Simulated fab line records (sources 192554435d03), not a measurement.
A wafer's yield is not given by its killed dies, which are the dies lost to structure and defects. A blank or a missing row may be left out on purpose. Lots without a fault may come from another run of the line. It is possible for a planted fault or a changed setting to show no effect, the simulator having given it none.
A lot that was struck, set against a sound lot	flow n5Finfet	14 out of 1938 route steps
Sound: wafers L604.4, L604.5, L604.6. Struck: wafers L619.1, L619.4, L619.6. At the end, the cause is stated.
At each step with rows: each side's tool, then ch and its chambers, then its first start. Under that, the readings that differ: sound wafers	struck wafers	difference of the means	sigmas: that difference in standard deviations of wafers without a fault.
alike: same words and numbers on both sides, and readings whose means sit less than 2 such deviations apart. not compared: any withheld reading, any reading some wafer has no value for, any bound like >300 that may hide the same value, and any number with overlapping values for which the record gives no deviation.
The two part at a step that has a row with sigmas, a row that says differs or no value, or rows on one side only. Numbers that don't overlap but have no deviation are shown without sigmas and don't part them. A reading missing from all wafers of one side parts the sides only when that side holds two or more wafers.

first, 1 step without rows for these wafers: N5_BEOL_M15_HARDBAKE_14 (time 120 s).
N5_BEOL_M15_CD_MEAS_10: the cd target is 360 nm.
  sound on cdSem-01 ch 0, day 11 13:35; struck on cdSem-01 ch 0, day 15 11:57
  alike: cdNm
N5_BEOL_M15_OVL_MEAS_11:
  sound on overlay-02 ch 0, day 11 13:37; struck on overlay-01 ch 0, day 15 11:59
  alike: V14_OVL
N5_BEOL_M15_INSPECT_12: inspects for defects (macro).
  sound on defectInspect-01, day 11 13:38; struck on defectInspect-02, day 15 12:00
  alike: rawDefectCount
N5_BEOL_M15_DESCUM_15: chemistry O2, time 7.9 s.
  sound on rieDiel-02 ch 0,3, day 11 13:59; struck on rieDiel-05 ch 0,1,2, day 15 12:02
  alike: drypumpMotorCurrentA, o2FlowSccm, oesProductAu, rfVppV, showerheadPlenumPTorr, tempC, throttleValvePct
  not compared: rfHoursCounterH
N5_BEOL_M15_ETCH_59: etches BARC in N2/H2, target depth 89 nm, overetch 26.7 nm, time 67.9 s.
  sound on rieDiel-02 ch 0,3, day 11 14:01; struck on rieDiel-05 ch 0,1,2, day 15 12:04
  alike: drypumpMotorCurrentA, oesProductAu, rfVppV, showerheadPlenumPTorr, throttleValvePct
  not compared: rfHoursCounterH
N5_BEOL_M15_VIA_ETCH_16: etches SiO2 in C4F8/O2/Ar, target depth 1792.2 nm.
  sound on rieDiel-02 ch 0,3, day 11 14:04; struck on rieDiel-05 ch 0,1,2, day 15 12:08
  alike: drypumpMotorCurrentA, oes_f_703_au, oes_o_777_au, oesProductAu, rfVppV, showerheadPlenumPTorr, throttleValvePct
then, 1 step without rows for these wafers: N5_BEOL_M15_STRIP_63 (strips in O2).
N5_BEOL_M15_STRIP_64: strips in O2.
  sound: rieDiel-02 ch 0,3; struck: rieDiel-05 ch 0,1,2
  alike: drypumpMotorCurrentA, o2FlowSccm, oesProductAu, rfVppV, showerheadPlenumPTorr, tempC, throttleValvePct
  not compared: rfHoursCounterH
then, 2 steps without rows for these wafers: N5_BEOL_M15_STRIP_65 (strips in post etch residue remover, time 60 s); N5_BEOL_M15_SRD_66 (time 30 s, dry time 30 s).
N5_BEOL_M15_CD_MEAS_17: the cd target is 360 nm.
  sound on cdSem-02, day 11 14:29; struck on cdSem-02, day 15 12:32
  alike: cdNm
N5_BEOL_M15_COAT_56: time 60 s, resist thk 550 nm.
  sound on lithoTrack-05 ch 0, day 11 14:32; struck on lithoTrack-05 ch 0, day 15 12:34
reading	sound	struck	difference	sigmas
plateTempC (C)	249.80 249.73 250.26	252.18 252.54 252.37	+2.43	+14
spinSpeedRpm (rpm)	1502.2 1501.7 1501.5	1500.0 1499.1 1499.1	-2.4	-2
N5_BEOL_M15_ETCH_57: etches SOC in N2/H2, time 750 s.
  sound on rieDiel-01 ch 0,3, day 11 14:35; struck on rieDiel-05 ch 1,2,3, day 15 12:38
  alike: drypumpMotorCurrentA, oesProductAu, rfVppV, showerheadPlenumPTorr, throttleValvePct
  not compared: rfHoursCounterH

## WHERE THEY PART
Only at N5_BEOL_M15_COAT_56, as far as this record shows. Later steps at which nothing parts them and some readings are alike: N5_BEOL_M15_ETCH_57.

WHY: what the simulator had put in
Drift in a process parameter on lithoTrack-05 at N5_BEOL_M15_COAT_56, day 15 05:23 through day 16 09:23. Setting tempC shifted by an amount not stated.
